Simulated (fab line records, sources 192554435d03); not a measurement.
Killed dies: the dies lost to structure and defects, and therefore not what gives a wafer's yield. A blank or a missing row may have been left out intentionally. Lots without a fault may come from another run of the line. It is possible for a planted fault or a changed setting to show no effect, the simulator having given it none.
Which tool did it?    flow n5Finfet    26 wafers from 9 lots sampled at 5 of the route's 1938 steps

== WHAT THE GAUGES READ, wafer by wafer ==
N5_BEOL_M4_RC_MEAS_101. Usual: CJ_N 4.32, standard deviation 0.07; CJ_P 5.79, standard deviation 0.18; DIBL_N 35.8 mV/V, standard deviation 1.5; DIBL_P 35.9 mV/V, standard deviation 1.8; IOFF_N 0.152 nA/um, standard deviation 0.025; IOFF_P 0.21 nA/um, standard deviation 0.031; ION_N 672 uA/um, standard deviation 11; ION_P 462 uA/um, standard deviation 7.4; RS_NWELL 1037 ohm/sq, standard deviation 6.6; RS_PWELL 3004 ohm/sq, standard deviation 27; SS_N 71.5 mV/dec, standard deviation 0.52; SS_P 73.2 mV/dec, standard deviation 0.54; VT_N 250 mV, standard deviation 3; VT_P -250 mV, standard deviation 3.3.
lot   measured      on         CJ_N            CJ_P            DIBL_N (mV/V)   DIBL_P (mV/V)   IOFF_N (nA/um)     IOFF_P (nA/um)  ION_N (uA/um)  ION_P (uA/um)  RS_NWELL (ohm/sq)  RS_PWELL (ohm/sq)  SS_N (mV/dec)   SS_P (mV/dec)   VT_N (mV)    VT_P (mV)       flag
L840  day 8 04:01   prober-02  4.35 4.29 4.28  5.66 5.46 5.65  37.7 35.8 35.6  37.6 35.2 36.1  0.168 0.146 0.145  0.25 0.20 0.22  681 669 672    470 463 472    1036 1026 1042     2963 2985 3017     71.9 71.5 71.4  73.4 73.2 72.5  250 250 251  -247 -248 -248  
L845  day 9 10:22   prober-02  4.29 4.37 4.25  5.96 5.58 5.98  36.1 36.7 36.1  34.1 34.2 35.3  0.143 0.153 0.155  0.20 0.20 0.22  678 659 664    465 449 461    1035 1040 1042     3005 3005 3025     71.3 71.6 70.4  73.3 73.1 73.9  251 249 248  -249 -247 -247  
L853  day 11 04:14  prober-02  3.37 3.53 3.44  4.56 4.80 4.56  34.3 34.7 35.1  33.3 33.8 34.2  0.123 0.140 0.133  0.18 0.20 0.19  661 658 668    462 457 456    1016 1025 1015     2810 2841 2824     71.2 71.1 71.9  73.1 73.1 73.3  251 251 253  -252 -251 -251  OFF
L854  day 11 06:28  prober-01  3.50 3.48 3.51  4.90 4.86 4.93  35.3 36.1 36.4  35.0 35.8 36.9  0.148 0.153 0.176  0.20 0.21 0.23  680 670 681    465 466 468    1028 1023 1014     2813 2820 2876     71.8 72.0 72.1  73.0 73.2 73.9  249 252 247  -252 -250 -248  OFF
L855  day 11 21:38  prober-02  3.43 3.48 3.52  4.89 4.73 4.91  35.6 39.3 36.3  36.6 40.4 36.3  0.150 0.217 0.153  0.21 0.28 0.22  678 690 661    463 477 458    1018 1021 1012     2865 2830 2870     71.7 72.5 72.1  73.6 74.1 73.1  250 245 250  -251 -246 -250  OFF
L858  day 12 07:54  prober-02  4.39 4.32 4.32  5.72 5.97 5.63  35.5 34.3 34.1  37.1 37.2 36.0  0.182 0.175 0.154  0.24 0.24 0.21  682 694 675    460 471 460    1044 1028 1041     2993 2957 2963     71.9 71.1 71.2  73.3 72.5 72.7  247 245 250  -247 -250 -248  
L860  day 13 01:29  prober-01  4.26 4.24 4.34  5.75 5.56 5.81  34.0 33.5 34.8  34.4 34.2 36.0  0.141 0.127 0.159  0.21 0.20 0.24  664 648 689    463 457 473    1036 1033 1046     3030 3024 3034     72.0 70.8 71.4  73.1 72.4 73.4  252 253 249  -247 -247 -246  
L862  day 13 15:20  prober-01  4.29 4.30 4.33  5.65 5.76 5.52  36.0 35.9 35.4  35.4 35.9 35.1  0.146 0.154 0.144  0.22 0.23 0.21  676 678 693    467 466 468    1038 1049 1042     3013 3011 3044     71.5 71.8 71.3  73.1 73.0 72.4  251 246 251  -249 -248 -248  
L863  day 14 09:00  prober-02  4.29 4.30       5.76 5.60       35.6 35.0       35.7 34.9       0.151 0.137        0.21 0.19       666 675        465 472        1040 1037          2944 2977          71.9 71.3       73.4 72.8       251 256      -251 -253       

== WHAT TOOL EACH LOT RAN ON (gives the tool, then ch and the chambers of the sampled wafers, and finally the start) ==
lot   N5_ZERO_LAYER_PECVD_02          N5_ZERO_LAYER_STRIP_24              N5_PMOS_HMC_CHANNEL_EPI_STRIP_33  N5_PMOS_HMC_CHANNEL_EPI_EPI_26
L840  pecvd-04 ch 1,2, day 1 12:17    plasmaAsher-02 ch 0,1, day 1 13:02  rieDiel-06 ch 0,1,2, day 1 17:14  epiRpcvd-04 ch 0, day 1 19:31
L845  pecvd-01 ch 0,1, day 2 18:28    plasmaAsher-01 ch 0,1, day 2 19:13  rieDiel-06 ch 1,3, day 3 00:13    epiRpcvd-04 ch 0, day 3 03:13
L853  pecvd-04 ch 0,1,2, day 4 18:18  plasmaAsher-02 ch 0,1, day 4 19:30  rieDiel-05 ch 0,1,2, day 4 23:57  epiRpcvd-04 ch 0, day 5 02:12
L854  pecvd-04 ch 0,1,2, day 5 00:17  plasmaAsher-01 ch 0,1, day 5 00:53  rieDiel-01 ch 1,2, day 5 05:48    epiRpcvd-01 ch 0, day 5 08:06
L855  pecvd-04 ch 0,1,2, day 5 06:17  plasmaAsher-02 ch 0,1, day 5 06:53  rieDiel-05 ch 0,1,2, day 5 11:23  epiRpcvd-02 ch 0, day 5 14:01
L858  pecvd-04 ch 0,1,2, day 6 00:19  plasmaAsher-02 ch 0,1, day 6 00:55  rieDiel-06 ch 1,2, day 6 05:23    epiRpcvd-04 ch 0, day 6 07:52
L860  pecvd-01 ch 1,2, day 6 12:17    plasmaAsher-01 ch 0,1, day 6 12:55  rieDiel-01 ch 1,2, day 6 17:48    epiRpcvd-04 ch 0, day 6 20:08
L862  pecvd-03 ch 0,1,2, day 7 00:17  plasmaAsher-01 ch 0,1, day 7 00:53  rieDiel-05 ch 0,1,3, day 7 06:16  epiRpcvd-04 ch 0, day 7 08:31
L863  pecvd-01 ch 1,2, day 7 06:17    plasmaAsher-02 ch 0,1, day 7 07:01  rieDiel-05 ch 1,3, day 7 11:29    epiRpcvd-04 ch 0, day 7 13:44
- N5_ZERO_LAYER_PECVD_02: deposits SiO2 from SiH4/N2O, target thk 10 nm, time 6 s.
- N5_ZERO_LAYER_STRIP_24: strips in O2.
- N5_PMOS_HMC_CHANNEL_EPI_STRIP_33: strips in N2/H2.
- N5_PMOS_HMC_CHANNEL_EPI_EPI_26: deposits Si from SiH4/H2, target thk 3.8 nm, time 22.7 s.

== WHAT THE TOOLS THEMSELVES READ (means of the sampled wafers that have a number; where no wafer has one, the mark that the record gives instead) ==
N5_ZERO_LAYER_PECVD_02. Usual: chamberPressureTorr 0.7504 Torr, standard deviation 0.0018; heaterPowerOuterW 471 W, standard deviation 57; heaterPowerW 759 W, standard deviation 75; showerheadPlenumPTorr 8.22 Torr, standard deviation 0.13; showerheadVppV 1027 V, standard deviation 56.
lot   tool      chamberPressureTorr (Torr)  heaterPowerOuterW (W)  heaterPowerW (W)  showerheadPlenumPTorr (Torr)  showerheadVppV (V)  flag
L840  pecvd-04  0.7480                      438                    700               8.01                          1018                
L845  pecvd-01  0.7500                      436                    697               8.32                          1002                
L853  pecvd-04  -                           -                      -                 -                             -                   OFF
L854  pecvd-04  -                           -                      -                 -                             -                   OFF
L855  pecvd-04  -                           -                      -                 -                             -                   OFF
L858  pecvd-04  0.7509                      495                    789               8.05                          995                 
L860  pecvd-01  0.7493                      422                    691               8.28                          999                 
L862  pecvd-03  0.7503                      466                    786               8.20                          1079                
L863  pecvd-01  0.7506                      444                    729               8.29                          1008                

N5_ZERO_LAYER_STRIP_24. Usual: drypumpMotorCurrentA 5.6 A, standard deviation 0.38; heaterPowerW 376 W, standard deviation 21; oesProductAu 0.646 a.u., standard deviation 0.0047; stripTimeToEndpointS 43.84 s, standard deviation 0.087; tempC 250.00 C, standard deviation 0.18.
lot   tool            drypumpMotorCurrentA (A)  heaterPowerW (W)  oesProductAu (a.u.)  stripTimeToEndpointS (s)  tempC (C)  flag
L840  plasmaAsher-02  5.5                       365               0.647                43.66                     250.07     
L845  plasmaAsher-01  5.4                       373               0.649                43.87                     250.04     
L853  plasmaAsher-02  5.6                       380               0.648                43.68                     249.91     
L854  plasmaAsher-01  5.5                       377               0.647                43.84                     249.95     
L855  plasmaAsher-02  5.5                       364               0.648                43.99                     249.86     
L858  plasmaAsher-02  5.5                       374               0.643                43.79                     249.72     
L860  plasmaAsher-01  5.5                       375               0.641                43.87                     250.00     
L862  plasmaAsher-01  5.5                       375               0.644                43.87                     250.06     
L863  plasmaAsher-02  5.5                       370               0.644                43.85                     249.95     

N5_PMOS_HMC_CHANNEL_EPI_STRIP_33. Usual: for drypumpMotorCurrentA, 5.61 A with a standard deviation of 0.28; for oesProductAu, 0.76 a.u. with a standard deviation of 0.07; for powerW, 499.9 W with a standard deviation of 1.5; for rfVppV, 54.4 V with a standard deviation of 1.8; for showerheadPlenumPTorr, 3.42 Torr with a standard deviation of 0.07; for tempC, 40.00 C with a standard deviation of 0.11; for throttleValvePct, 19.0 % with a standard deviation of 0.38.
lot   tool        drypumpMotorCurrentA (A)  oesProductAu (a.u.)  powerW (W)  rfVppV (V)  showerheadPlenumPTorr (Torr)  tempC (C)  throttleValvePct (%)  flag
L840  rieDiel-06  5.56                      0.74                 499.2       55.9        3.44                          39.93      18.8                  
L845  rieDiel-06  5.32                      0.77                 500.6       54.1        3.40                          39.99      18.9                  
L853  rieDiel-05  5.65                      0.83                 499.3       52.9        3.46                          40.03      19.1                  
L854  rieDiel-01  5.50                      0.70                 501.5       54.6        3.38                          40.14      19.3                  
L855  rieDiel-05  5.64                      0.83                 501.9       53.2        3.46                          39.92      19.1                  
L858  rieDiel-06  5.38                      0.69                 499.6       54.6        3.40                          40.02      18.7                  
L860  rieDiel-01  5.51                      0.69                 500.3       54.6        3.38                          40.04      19.3                  
L862  rieDiel-05  5.63                      0.77                 499.8       52.8        3.41                          39.97      18.9                  
L863  rieDiel-05  5.42                      0.76                 499.1       53.4        3.37                          39.97      18.8                  

N5_PMOS_HMC_CHANNEL_EPI_EPI_26. Usual: susceptor_temp_C_max 651.1, standard deviation 0.37; throttleValvePct 11.3 %, standard deviation 0.34.
lot   tool         susceptor_temp_C_max  throttleValvePct (%)  flag
L840  epiRpcvd-04  650.5                 10.9                  
L845  epiRpcvd-04  651.1                 10.8                  
L853  epiRpcvd-04  650.9                 10.8                  
L854  epiRpcvd-01  651.0                 11.5                  
L855  epiRpcvd-02  651.2                 11.7                  
L858  epiRpcvd-04  651.2                 11.0                  
L860  epiRpcvd-04  650.7                 11.0                  
L862  epiRpcvd-04  651.3                 11.2                  
L863  epiRpcvd-04  651.0                 11.2                  

== THE ANSWER, worked out from the rows above alone ==
Rule: lot off if the mean of its wafers having a number is beyond 3 standard deviations from the usual mean. A lot without any number at a reading at which 4 lots or more have one is off too. Any other lot the step has rows for is counted as sound. After the gauges, taken in route order, come the tools' own readings; for these a lot's mean is taken, as printed above. The first step at which some lot is off is used, and at that step the reading that is off furthest; a lot without a number counts as furthest.
Off: L853, L854, L855, at N5_BEOL_M4_RC_MEAS_101 (CJ_N).
If a tool, at a process step before that reading, ran all the lots that are off and no sound lot after the first of them, it fits. Not tried: the gauges at N5_BEOL_M4_RC_MEAS_101; whatever is off there is also off at N5_ZERO_LAYER_PECVD_02, on other tools, and gauge error can't account for it. None of those tried fits.

== WHAT HAD BEEN PUT IN BY THE SIMULATOR ==
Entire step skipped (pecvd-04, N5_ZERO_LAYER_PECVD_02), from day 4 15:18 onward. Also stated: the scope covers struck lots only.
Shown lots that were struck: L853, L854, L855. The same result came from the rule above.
